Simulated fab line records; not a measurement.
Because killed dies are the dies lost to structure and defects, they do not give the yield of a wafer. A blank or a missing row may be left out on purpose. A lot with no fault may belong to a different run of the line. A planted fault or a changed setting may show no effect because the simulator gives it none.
Split-lot experiment / flow n5-finfet / 7 lots, 21 wafers read, on a route of 1938 steps

SPLIT DETAILS
At N5_BEOL_M2_COAT_67 (time 60 s, resist thk 60 nm), the setting spin-rpm was moved away from the recipe's 1500 rpm on 4 of the 21 wafers read, by -10.6% to -4.7%. All remaining wafers had this setting at the recipe value.

The reading is taken at the split's own step.

THE READING
SOC_of_BEOL_M2_COAT_67.thk-nm (the simulator's own value, which no gauge read), in nm, at N5_BEOL_M2_COAT_67 (time 60 s, resist thk 60 nm). There is no usual value for it anywhere in the file. Average 60.0 nm, standard deviation 0.13 nm, over the 17 wafers here run with the recipe.

wafer=L083.2; tool, chamber at the split=litho-track-03, 0; spin-rpm as run, rpm=1500; against the recipe=recipe; SOC_of_BEOL_M2_COAT_67.thk-nm, nm=59.8; against lot-mates on the recipe=-
wafer=L083.3; tool, chamber at the split=litho-track-03, 0; spin-rpm as run, rpm=1500; against the recipe=recipe; SOC_of_BEOL_M2_COAT_67.thk-nm, nm=59.8; against lot-mates on the recipe=-
wafer=L083.4; tool, chamber at the split=litho-track-03, 0; spin-rpm as run, rpm=1500; against the recipe=recipe; SOC_of_BEOL_M2_COAT_67.thk-nm, nm=59.8; against lot-mates on the recipe=-
wafer=L086.2; tool, chamber at the split=litho-track-02, 0; spin-rpm as run, rpm=1500; against the recipe=recipe; SOC_of_BEOL_M2_COAT_67.thk-nm, nm=60.2; against lot-mates on the recipe=-
wafer=L086.6; tool, chamber at the split=litho-track-02, 0; spin-rpm as run, rpm=1500; against the recipe=recipe; SOC_of_BEOL_M2_COAT_67.thk-nm, nm=60.2; against lot-mates on the recipe=-
wafer=L086.3; tool, chamber at the split=litho-track-02, 0; spin-rpm as run, rpm=1500; against the recipe=recipe; SOC_of_BEOL_M2_COAT_67.thk-nm, nm=60; against lot-mates on the recipe=-
wafer=L088.2; tool, chamber at the split=litho-track-03, 0; spin-rpm as run, rpm=1341; against the recipe=-10.6%; SOC_of_BEOL_M2_COAT_67.thk-nm, nm=63.6; against lot-mates on the recipe=+3.6
wafer=L088.3; tool, chamber at the split=litho-track-03, 0; spin-rpm as run, rpm=1341; against the recipe=-10.6%; SOC_of_BEOL_M2_COAT_67.thk-nm, nm=63.4; against lot-mates on the recipe=+3.4
wafer=L088.6; tool, chamber at the split=litho-track-03, 0; spin-rpm as run, rpm=1500; against the recipe=recipe; SOC_of_BEOL_M2_COAT_67.thk-nm, nm=60; against lot-mates on the recipe=-
wafer=L090.4; tool, chamber at the split=litho-track-01, 0; spin-rpm as run, rpm=1500; against the recipe=recipe; SOC_of_BEOL_M2_COAT_67.thk-nm, nm=60; against lot-mates on the recipe=-
wafer=L090.5; tool, chamber at the split=litho-track-01, 0; spin-rpm as run, rpm=1500; against the recipe=recipe; SOC_of_BEOL_M2_COAT_67.thk-nm, nm=60; against lot-mates on the recipe=-
wafer=L090.6; tool, chamber at the split=litho-track-01, 0; spin-rpm as run, rpm=1345; against the recipe=-10.3%; SOC_of_BEOL_M2_COAT_67.thk-nm, nm=63.4; against lot-mates on the recipe=+3.4
wafer=L092.2; tool, chamber at the split=litho-track-03, 0; spin-rpm as run, rpm=1500; against the recipe=recipe; SOC_of_BEOL_M2_COAT_67.thk-nm, nm=59.8; against lot-mates on the recipe=-
wafer=L092.3; tool, chamber at the split=litho-track-03, 0; spin-rpm as run, rpm=1500; against the recipe=recipe; SOC_of_BEOL_M2_COAT_67.thk-nm, nm=59.8; against lot-mates on the recipe=-
wafer=L092.5; tool, chamber at the split=litho-track-03, 0; spin-rpm as run, rpm=1500; against the recipe=recipe; SOC_of_BEOL_M2_COAT_67.thk-nm, nm=59.8; against lot-mates on the recipe=-
wafer=L094.1; tool, chamber at the split=litho-track-01, 0; spin-rpm as run, rpm=1500; against the recipe=recipe; SOC_of_BEOL_M2_COAT_67.thk-nm, nm=60; against lot-mates on the recipe=-
wafer=L094.2; tool, chamber at the split=litho-track-01, 0; spin-rpm as run, rpm=1500; against the recipe=recipe; SOC_of_BEOL_M2_COAT_67.thk-nm, nm=60; against lot-mates on the recipe=-
wafer=L094.3; tool, chamber at the split=litho-track-01, 0; spin-rpm as run, rpm=1429; against the recipe=-4.7%; SOC_of_BEOL_M2_COAT_67.thk-nm, nm=61.4; against lot-mates on the recipe=+1.4
wafer=L096.3; tool, chamber at the split=litho-track-02, 0; spin-rpm as run, rpm=1500; against the recipe=recipe; SOC_of_BEOL_M2_COAT_67.thk-nm, nm=60; against lot-mates on the recipe=-
wafer=L096.4; tool, chamber at the split=litho-track-02, 0; spin-rpm as run, rpm=1500; against the recipe=recipe; SOC_of_BEOL_M2_COAT_67.thk-nm, nm=60; against lot-mates on the recipe=-
wafer=L096.5; tool, chamber at the split=litho-track-02, 0; spin-rpm as run, rpm=1500; against the recipe=recipe; SOC_of_BEOL_M2_COAT_67.thk-nm, nm=60; against lot-mates on the recipe=-

THE FIT
A straight line over all 21 wafers: SOC_of_BEOL_M2_COAT_67.thk-nm changes by -0.333 nm for each +1% of spin-rpm; r = -1.00; the points scatter about the line by 0.13 nm.
The same after taking each lot's own level away (the mean of its wafers on the recipe; 21 wafers): -0.328 nm for each +1%; r = -1.00; scatter 0.061 nm.
According to that fit, moving spin-rpm by its largest amount changes the reading by 3.5 nm.
From 59.80 to 60.13 nm: that is the span of the lots' own levels, equal to 2.6 times the standard deviation above.
The two slopes agree, so the slope changes little with the lot-to-lot level.
Check: for one of the wafers moved furthest among these (-10.6%), held out of the fit, the line's prediction against its lot-mates is +3.41 nm. Against them it came out at +3.6 nm.

OTHER SPLITS ON THESE WAFERS
These wafers also went through other splits before the reading. Each is held against what the fit with the lots' levels taken away leaves over:
other split on the same wafers=N5_BEOL_M0_SAQP_SPACER2_ALD_26 target-thk-a; wafers away from the commonest value=9; r with SOC_of_BEOL_M2_COAT_67.thk-nm (lot level and that fit taken away)=-0.23
other split on the same wafers=N5_BEOL_M0_SAQP_ETCH_88 source-w; wafers away from the commonest value=8; r with SOC_of_BEOL_M2_COAT_67.thk-nm (lot level and that fit taken away)=-0.09
other split on the same wafers=N5_BEOL_M0_CUTY_COAT_51 spin-rpm; wafers away from the commonest value=7; r with SOC_of_BEOL_M2_COAT_67.thk-nm (lot level and that fit taken away)=-0.02
other split on the same wafers=N5_BEOL_M1_ETCH_64 bias-w; wafers away from the commonest value=6; r with SOC_of_BEOL_M2_COAT_67.thk-nm (lot level and that fit taken away)=-0.09
other split on the same wafers=N5_BEOL_M2_ILD_DEP_00 time-s; wafers away from the commonest value=9; r with SOC_of_BEOL_M2_COAT_67.thk-nm (lot level and that fit taken away)=+0.05

FILE'S OWN FIT
SOC_of_BEOL_M2_COAT_67.thk-nm changes by -0.326 nm for each +1% of spin-rpm, r = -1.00.
